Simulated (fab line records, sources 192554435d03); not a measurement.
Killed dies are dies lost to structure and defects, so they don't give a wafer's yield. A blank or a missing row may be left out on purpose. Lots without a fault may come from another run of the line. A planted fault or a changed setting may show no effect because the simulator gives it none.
A struck lot beside a sound one | flow n5_finfet | 20 steps out of a route of 1938
Sound: wafers L302.3, L302.4, L302.5. Struck: wafers L309.2, L309.3. The cause comes at the end.
At each step with rows: each side's tool, then ch and its chambers, then its first start. Under that, the readings that differ: sound wafers | struck wafers | difference of the means | sigmas: that difference in standard deviations of wafers without a fault.
alike: readings whose means differ by less than 2 such deviations, and words and numbers that are the same on both sides. not compared: withheld readings, readings that some wafer has no value for, bounds like >300 that may hide the same value, and numbers for which the record gives no deviation and whose values overlap.
The two part at a step that has a row with sigmas, a row that says differs or no value, or rows on one side only. Numbers that don't overlap but have no deviation are shown without sigmas and don't part them. A reading that every wafer of one side lacks parts them only if that side has two wafers or more.

first, 9 steps without rows for these wafers: N5_BEOL_M1_COAT_67 (time 60 s, resist thk 60 nm); N5_BEOL_M1_COAT_68 (time 60 s, resist thk 12 nm); N5_BEOL_M1_COAT_76 (time 60 s, resist thk 5 nm); N5_BEOL_M1_COAT_22 (resist thk 30 nm); N5_BEOL_M1_EBR_24; N5_BEOL_M1_SOFTBAKE_23 (time 60 s); N5_BEOL_M1_EXPOSE_25 (exposes mask V0, defocus 5 nm, target cd 24 nm); N5_BEOL_M1_PEB_26 (peb time 60 s); N5_BEOL_M1_DEVELOP_27 (develop time 30 s).
N5_BEOL_M1_CD_MEAS_28: target cd y 23.3 nm.
  sound on cd_sem-03 ch 0, day 8 15:31; struck on cd_sem-02 ch 0, day 10 08:47
  alike: cd_nm
N5_BEOL_M1_OVL_MEAS_29:
  sound on overlay-01 ch 0, day 8 15:33; struck on overlay-02 ch 0, day 10 08:49
  alike: V0_OVL
N5_BEOL_M1_INSPECT_30: inspects for defects (brightfield).
  sound on defect_inspect-02, day 8 15:36; struck on defect_inspect-01, day 10 08:52
  alike: raw_defect_count
N5_BEOL_M1_DESCUM_33: chemistry O2, time 7 s.
  sound on rie_diel-06 ch 1,2,3, day 8 15:42; struck on rie_diel-06 ch 1,3, day 10 08:54
  reading                                      | sound    | struck    | difference | sigmas
  model.CAR-EUV_of_BEOL_M1_COAT_22.thk_nm (nm) | 26 26 26 | 25.6 25.6 | -0.4       |
  alike: drypump_motor_current_A, oes_product_au, rf_vpp_V, showerhead_plenum_p_Torr, throttle_valve_pct
  not compared: rf_hours_counter_h
N5_BEOL_M1_ETCH_77: etches underlayer in N2/H2, target depth 6.5 nm, time 5.2 s.
  sound on rie_diel-06 ch 1,2,3, day 8 15:44; struck on rie_diel-06 ch 1,3, day 10 08:56
  alike: drypump_motor_current_A, etch_rf_on_time_s, oes_product_au, rf_vpp_V, showerhead_plenum_p_Torr, throttle_valve_pct
  not compared: rf_hours_counter_h
N5_BEOL_M1_ETCH_69: etches SiARC in CF4, target depth 15.6 nm, time 26 s.
  sound on rie_diel-06 ch 1,2,3, day 8 15:45; struck on rie_diel-06 ch 1,3, day 10 08:57
  alike: drypump_motor_current_A, etch_rf_on_time_s, oes_product_au, rf_vpp_V, showerhead_plenum_p_Torr, throttle_valve_pct
  not compared: rf_hours_counter_h
N5_BEOL_M1_ALD_98: deposits SiO2, target thk 2.5 nm, pulse time 1 s, co reactant pulse time 1 s.
  sound on ald_sin-04 ch 1,2,3, day 8 15:56; struck on ald_sin-01 ch 2,3, day 10 09:02
  reading                    | sound             | struck      | difference | sigmas
  precursor_pulse_height_rel | 1.043 1.018 0.983 | 0.951 0.994 | -0.042     | -2
  alike: heater_power_w
N5_BEOL_M1_ETCHBACK_99: etches SiO2 in CHF3, target depth 5 nm, time 10.4 s.
  sound on rie_diel-01 ch 0,1,3, day 8 16:30; struck on rie_diel-01 ch 1,3, day 10 12:05
  reading                                      | sound          | struck | difference | sigmas
  model.CAR-EUV_of_BEOL_M1_COAT_22.thk_nm (nm) | 10.2 10.2 10.4 | 10 10  | +0         |
  alike: drypump_motor_current_A, oes_product_au, rf_vpp_V, showerhead_plenum_p_Torr, throttle_valve_pct
  not compared: rf_hours_counter_h
N5_BEOL_M1_ETCH_70: etches SOC in N2/H2, target depth 80 nm, overetch 16 nm, time 120 s.
  sound on rie_diel-01 ch 0,1,3, day 8 16:32; struck on rie_diel-01 ch 1,3, day 10 12:08
  alike: drypump_motor_current_A, oes_product_au, rf_vpp_V, showerhead_plenum_p_Torr, throttle_valve_pct
  not compared: rf_hours_counter_h
-- the record jumps here: 2 days lie between the struck wafers' starts before and after (it left off in module BEOL_M1 and takes up again in module BEOL_M4, whose first step shown is number 1111 of the route) --
N5_BEOL_M4_RC_MEAS_101:
  sound on prober-02 ch 0, day 10 03:23; struck on prober-02 ch 0, day 12 15:23
  alike: DIBL_N, DIBL_P, IOFF_N, IOFF_P, ION_N, ION_P, SS_N, SS_P, VT_N, VT_P
-- the record jumps here: 4 days lie between the struck wafers' starts before and after (it left off in module BEOL_M4 and takes up again in module PASSIVATION, whose first step shown is number 1936 of the route) --
N5_PASSIVATION_PROBE_49:
  the record has rows for the struck wafers here (prober-01, day 16 21:37) and none for the sound ones

WHERE THEY PART
First at N5_BEOL_M1_ALD_98; last, within this record, at N5_PASSIVATION_PROBE_49.

WHY: what the simulator had put in
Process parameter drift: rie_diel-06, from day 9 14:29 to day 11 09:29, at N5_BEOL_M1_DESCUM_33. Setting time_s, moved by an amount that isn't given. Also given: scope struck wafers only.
